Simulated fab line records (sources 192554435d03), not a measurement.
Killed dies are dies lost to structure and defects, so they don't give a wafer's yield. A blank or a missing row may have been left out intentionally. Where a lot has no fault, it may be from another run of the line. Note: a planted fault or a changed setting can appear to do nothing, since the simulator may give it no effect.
fab line records | flow n5_finfet
record: lots: 11 wafers: 29 last_day: 21
route steps=1938 shown BEOL_M15@1814 PASS1_DEP@1831
lots that met no fault: taken from a fault-free run of the same line
start_h: hours from the record's opening day to when the first of the lot's shown wafers began | wait_h: how many hours have passed since the lot's step before this one | " same as the row above | L1.1+2: one row covering several wafers at once | - value missing, or start not given | * or withheld: withheld | < > ~ a bound
route shown NAME@n: NAME is a module with steps in the file, n the number in the route of the first one | usual: mean and standard deviation over wafers with no fault | same: alike in all rows | chamber/n: place in a boat | sites: per-site readings | _std_site: their standard deviation | _edge_site: the outer-site mean with the inner-site mean subtracted | radius_mm: how far each site lies from the wafer's centre | mask NAME#n: copy n | behind: tool/chamber where the wafer was last shaped | hold: why the lot went on hold/how many hours it stayed there/how the hold came to an end | device: the transistor (n, p or np) that didn't switch | end of line: the tests these same wafers got at the end of their route | a step given without rows: its recipe and nothing more | killed: dies lost to structure and defects at the first sort, not the wafer's yield | map: dies across one wafer; x = killed, . = not, _ = none there
set.NAME: setting as actually run; set.NAME@STEP: the setting as run at that earlier step | model.NAME: the simulator's own value behind a step, which no gauge read
one table for each step of the route and one row for each wafer, over a sample of lots
services: from which hour (start_h, from the record's first day; less than 0 if before it) a tool's chamber was out of use, for how many hours, and why
== steps ==
step: N5_BEOL_M15_ETCH_38
recipe: chemistry: CF4/N2 target: SiCN target_depth_a: 1064 taper_deg: 2 time_s: 120.5 ion_energy_ev: 150 mask_material: SiO2 pressure_mtorr: 40 source_w: 430 bias_w: 70 Ar_flow_sccm: 100 cf4_flow_sccm: 60 n2_flow_sccm: 60
usual: drypump_motor_current_A: 5.6/0.41 n2_flow_sccm: 59.97/0.19 oes_product_au: 0.80/0.092 rf_vpp_V: 382.5/2.1 showerhead_plenum_p_Torr: 2.23/0.081 throttle_valve_pct: 15.5/0.31
columns lot.wafer tool chamber start_h wait_h drypump_motor_current_A n2_flow_sccm oes_product_au rf_hours_counter_h rf_vpp_V showerhead_plenum_p_Torr throttle_valve_pct
L969.2 rie_diel-03 1 - - 5.9 60.51 0.95 19 384.0 2.25 15.0
L969.5 " 3 " " 6.5 59.78 0.71 - 380.5 2.21 15.6
L969.6 " 0 " " 5.2 59.95 0.88 - 381.4 2.16 15.5
L970.2 rie_diel-03 1 - - 5.9 59.98 0.94 25 383.3 2.24 15.0
L970.6 " 1 " " 5.9 60.07 0.94 - 384.3 2.24 15.0
L971.1 rie_diel-02 0 - - 5.8 60.14 0.79 133 380.6 2.14 15.6
L971.4 " 2 " " 5.8 59.81 0.65 - 378.2 2.10 16.0
L971.6 " 3 " " 5.4 60.10 0.79 - 382.9 2.31 15.2
L974.1 rie_diel-02 3 - - 5.4 59.96 0.78 107 384.0 2.31 15.2
L974.2 " 1 " " 4.8 59.84 0.74 206 381.4 2.21 15.8
L974.6 " 3 " " 5.4 60.03 0.77 - 384.7 2.31 15.2
L975.1 rie_diel-06 0 - - 5.7 59.83 0.86 74 382.1 2.16 15.1
L975.3 " 2 " " 5.8 60.09 0.68 234 383.5 2.27 15.3
L975.6 " 3 " " 5.4 60.21 0.87 - 385.0 2.35 15.7
L973.4 rie_diel-02 1 - - 4.8 59.89 0.73 - 383.0 2.21 15.8
L973.5 " 0 " " 5.8 59.83 0.77 - 379.8 2.13 15.6
L978.3 rie_diel-03 2 - - 6.0 60.00 0.96 5 385.9 2.34 14.8
L978.6 " 0 " " 5.2 59.76 0.86 - 379.5 2.16 15.5
L982.1 rie_diel-02 2 - - 5.8 60.04 0.93 11 385.5 2.36 15.5
L982.2 " 0 " " 5.8 60.03 0.75 156 381.2 2.13 15.6
L982.5 " 1 " " 4.8 60.17 0.71 - 380.9 2.20 15.8
L986.3 rie_diel-02 3 - - 5.4 60.28 0.75 132 384.1 2.30 15.3
L986.6 " 0 " " 5.8 59.88 0.75 - 378.9 2.13 15.6
L989.1 rie_diel-06 0 - - 5.7 59.94 0.81 98 381.3 2.15 15.2
L989.5 " 0 " " 5.7 60.03 0.82 - 381.4 2.15 15.2
L989.6 " 3 " " 5.4 60.21 0.82 - 383.3 2.34 15.7
L990.2 rie_diel-03 2 - - 6.0 59.54 0.88 28 385.0 2.33 14.8
L990.3 " 1 " " 5.9 59.94 0.86 62 382.7 2.23 15.1
L990.6 " 1 " " 5.9 59.84 0.86 - 382.7 2.23 15.1
step: N5_BEOL_M15_SPUTTER_43
recipe: material: TaN target_thk_a: 150 temp_c: 50 bias_v: 168.6 power_w: 15000 chamber_pressure_pa: 0.12 time_s: 24.19
usual: throttle_valve_pct: 30.1/1.1
columns lot.wafer tool chamber start_h wait_h throttle_valve_pct
L969.2 pvd_sputter-02 - 359.29 0.0 30.4
L969.5 " - " " 31.0
L969.6 " - " " 28.9
L970.2 pvd_sputter-02 - 374.84 0.0 30.5
L970.6 " - " " 29.1
L971.1 pvd_sputter-03 - 375.29 0.0 29.0
L971.4 " - " " 32.0
L971.6 " - " " 32.0
L974.1 pvd_sputter-01 - 390.74 0.0 32.0
L974.2 " - " " 31.7
L974.6 " - " " 28.8
L973.4 pvd_sputter-01 - 398.70 0.0 31.6
L973.5 " - " " 31.6
L975.1 pvd_sputter-02 - 398.73 0.0 30.2
L975.3 " - " " 30.7
L975.6 " - " " 30.3
L978.3 pvd_sputter-02 - 402.43 0.0 29.0
L978.6 " - " " 30.4
L982.1 pvd_sputter-01 - 431.80 0.0 29.9
L982.2 " - " " 31.8
L982.5 " - " " 31.9
L986.3 pvd_sputter-02 - 463.68 0.0 30.7
L986.6 " - " " 30.9
L989.1 pvd_sputter-02 - 482.89 0.0 30.6
L989.5 " - " " 30.4
L989.6 " - " " 28.7
L990.2 pvd_sputter-03 - 496.13 0.0 32.3
L990.3 " - " " 28.5
L990.6 " - " " 30.0
step: N5_BEOL_M15_CMP_49
recipe: stop_on: SiO2 t_overpolish_s: 4.9 down_force_psi: 2 platen_rpm: 80 clearing_platen_down_force_psi: 2 clearing_platen_rpm: 80 post_cmp_clean: cu_alkaline target_thk_nm: 850 clearing_platen_pad_velocity_m_s: 1.5917 pad_velocity_m_s: 1.5917
usual: barrier_field_endpoint_s: 11.37/0.29 motor_current_A: 8.0/0.65
columns lot.wafer tool chamber start_h wait_h barrier_field_endpoint_s motor_current_A
L969.2 cmp-01 1 360.28 0.3 11.55 9.1
L969.6 " 2 " " 11.06 7.9
L969.5 " 3 " " 11.03 6.6
L970.2 cmp-04 1 375.76 0.2 10.77 8.7
L970.6 " 2 " " 11.38 7.9
L971.4 cmp-04 3 376.12 0.1 11.69 8.3
L971.1 " 1 " " 11.19 8.9
L971.6 " 3 " " 11.48 7.9
L974.1 cmp-01 1 391.91 0.3 11.46 9.2
L974.2 " 2 " " 11.69 8.1
L974.6 " 0 " " 11.47 8.2
L973.4 cmp-03 0 399.64 0.2 11.19 8.9
L973.5 " 3 " " 11.04 8.7
L975.3 cmp-04 2 399.67 0.2 11.27 8.0
L975.1 " 3 " " 11.67 8.3
L975.6 " 2 " " 11.88 7.6
L978.3 cmp-01 0 403.30 0.2 11.61 8.9
L978.6 " 3 " " 11.14 6.6
L982.2 cmp-04 3 433.09 0.2 10.84 8.6
L982.1 " 1 " " 11.16 8.6
L982.5 " 3 " " 10.98 8.2
L986.3 cmp-04 0 464.73 0.2 11.91 7.7
L986.6 " 3 " " 13.27 8.2
L989.1 cmp-04 2 484.37 0.3 11.55 7.8
L989.5 " 2 " " 13.14 8.2
L989.6 " 3 " " 13.06 8.6
L990.2 cmp-03 2 497.01 0.3 11.48 7.5
L990.3 " 0 " " 11.42 8.3
L990.6 " 1 " " 11.54 8.1
step: N5_BEOL_M15_DEP_53
recipe: material: SiCN target_thk_a: 500 temp_c: withheld precursor: 3MS/NH3 pressure_torr: 3 rf_w: 675 time_s: 17.8
usual: showerhead_plenum_p_Torr: 4.159/0.028 showerhead_vpp_V: 1610/57 throttle_valve_pct: 18.2/0.82
columns lot.wafer tool chamber start_h wait_h showerhead_plenum_p_Torr showerhead_vpp_V throttle_valve_pct
L969.2 pecvd-01 2 360.52 0.0 4.183 1572 16.8
L969.5 " 1 " " 4.193 1538 17.2
L969.6 " 0 " " 4.147 1626 19.3
L970.2 pecvd-04 0 376.13 0.0 4.134 1630 18.3
L970.6 " 0 " " 4.133 1625 18.4
L971.1 pecvd-01 0 376.48 0.0 4.145 1621 19.4
L971.4 " 0 " " 4.156 1613 19.3
L971.6 " 2 " " 4.175 1579 17.1
L974.1 pecvd-04 1 392.19 0.0 4.122 1610 19.3
L974.2 " 2 " " 4.162 1742 17.2
L974.6 " 2 " " 4.165 1717 17.3
L973.4 pecvd-01 1 399.94 0.0 4.206 1502 17.3
L973.5 " 0 " " 4.149 1637 19.2
L975.1 pecvd-03 1 400.03 0.0 4.152 1603 19.0
L975.3 " 2 " " 4.200 1683 17.9
L975.6 " 2 " " 4.206 1663 17.7
L978.3 pecvd-03 2 403.62 0.0 4.211 1702 17.8
L978.6 " 0 " " 4.151 1584 18.2
L982.1 pecvd-04 0 433.45 0.0 4.130 1612 18.5
L982.2 " 2 " " 4.167 1718 17.4
L982.5 " 2 " " 4.166 1720 17.3
L986.3 pecvd-01 0 465.05 0.0 4.154 1592 19.2
L986.6 " 0 " " 4.155 1589 19.2
L989.1 pecvd-03 1 484.72 0.0 4.151 1615 18.8
L989.5 " 0 " " 4.159 1575 18.6
L989.6 " 1 " " 4.148 1648 19.1
L990.2 pecvd-04 2 497.33 0.0 4.160 1721 17.5
L990.3 " 0 " " 4.142 1612 18.6
L990.6 " 2 " " 4.169 1735 17.5
step: N5_PASSIVATION_PECVD_00
recipe: material: SiO2 target_thk_a: 2000 temp_c: 400 precursor: SiH4/N2O pressure_torr: 2.7 rf_w: 608 time_s: 11.2
usual: heater_power_w: 610/100 showerhead_plenum_p_Torr: 8.20/0.096 showerhead_vpp_V: 1519/43 throttle_valve_pct: 51.8/2.4
columns lot.wafer tool chamber start_h wait_h heater_power_w showerhead_plenum_p_Torr showerhead_vpp_V throttle_valve_pct
L969.2 pecvd-01 1 361.60 0.7 693 8.34 1440 49.2
L969.5 " 0 " " 638 8.15 1525 55.1
L969.6 " 1 " " 684 8.35 1445 49.2
L970.2 pecvd-01 0 377.23 0.7 573 8.15 1529 55.1
L970.6 " 1 " " 724 8.35 1458 48.8
L971.1 pecvd-03 1 377.56 0.8 496 8.12 1533 54.1
L971.4 " 0 " " 523 8.11 1522 52.7
L971.6 " 2 " " 682 8.38 1616 49.5
L974.1 pecvd-02 0 393.27 0.8 691 8.19 1555 52.6
L974.2 " 2 " " 602 8.24 1539 51.5
L974.6 " 0 " " 693 8.19 1528 52.8
L973.4 pecvd-01 1 401.02 0.4 648 8.33 1452 48.9
L973.5 " 0 " " 655 8.15 1500 55.3
L975.1 pecvd-03 0 401.11 0.8 481 8.12 1506 52.8
L975.3 " 2 " " 685 8.37 1566 50.0
L975.6 " 2 " " 703 8.38 1593 49.9
L978.3 pecvd-03 1 404.71 0.5 581 8.11 1530 54.3
L978.6 " 2 " " 804 8.37 1606 50.0
L982.1 pecvd-01 1 434.70 0.8 746 8.37 1472 49.0
L982.2 " 2 " " 506 8.26 1496 49.0
L982.5 " 2 " " 498 8.26 1463 48.9
L986.3 pecvd-01 0 466.13 0.5 613 8.13 1538 55.1
L986.6 " 2 " " 472 8.24 1469 48.8
L989.1 pecvd-02 1 485.80 0.8 680 8.03 1557 48.6
L989.5 " 0 " " 631 8.17 1537 52.9
L989.6 " 1 " " 708 8.07 1539 48.7
L990.2 pecvd-02 0 498.42 0.7 734 8.17 1540 52.8
L990.3 " 0 " " 741 8.18 1556 52.8
L990.6 " 0 " " 734 8.19 1571 52.7
== services ==
columns tool chamber start_h hours kind
cmp-04 - 336.19 2.2 repair
pecvd-02 2 355.98 11.3 repair
rie_diel-02 1 357.58 23.7 repair
rie_diel-02 - 358.10 0.8 repair
pecvd-04 - 364.73 5.5 pm
pecvd-01 - 371.26 1.8 repair
cmp-01 - 380.94 0.4 repair
pvd_sputter-02 - 409.67 7.3 repair
cmp-01 - 410.01 7.3 pm
pecvd-04 0 414.13 6.0 repair
pecvd-01 - 415.89 5.5 pm
cmp-01 - 422.39 0.8 repair
pvd_sputter-01 - 426.95 3.4 repair
pecvd-03 2 444.22 19.8 repair
cmp-04 - 446.71 10.9 repair
rie_diel-03 1 455.53 2.6 repair
cmp-01 - 459.46 0.5 repair
pecvd-04 - 460.11 6.0 pm
cmp-01 - 460.55 7.4 pm
rie_diel-03 2 474.60 14.4 repair
pecvd-02 1 486.81 7.4 repair
pecvd-01 2 487.48 6.7 repair
pecvd-03 - 491.74 1.5 repair
cmp-01 - 494.13 11.6 pm
== key ==
first_sign: step: N5_BEOL_M15_CMP_49 reading: barrier_field_endpoint_s direction: up sigmas: 6.1 usual: 11.37 struck: 13.16
effect none on later readings
met_at N5_BEOL_M15_SPUTTER_43
struck_lots L986,L989
struck_wafers L986.6,L989.5,L989.6
not_acting_at N5_BEOL_M15_ETCH_38,N5_BEOL_M15_DEP_53,N5_PASSIVATION_PECVD_00
onset_between 402.43 463.68
fault: kind: process_parameter_drift tool: pvd_sputter-02 chamber: - onset_h: 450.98 steps: N5_BEOL_M15_SPUTTER_43 channel: time_s offset: * shape: step end_h: 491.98 scope: struck_wafers_only acts_in: * stated: *
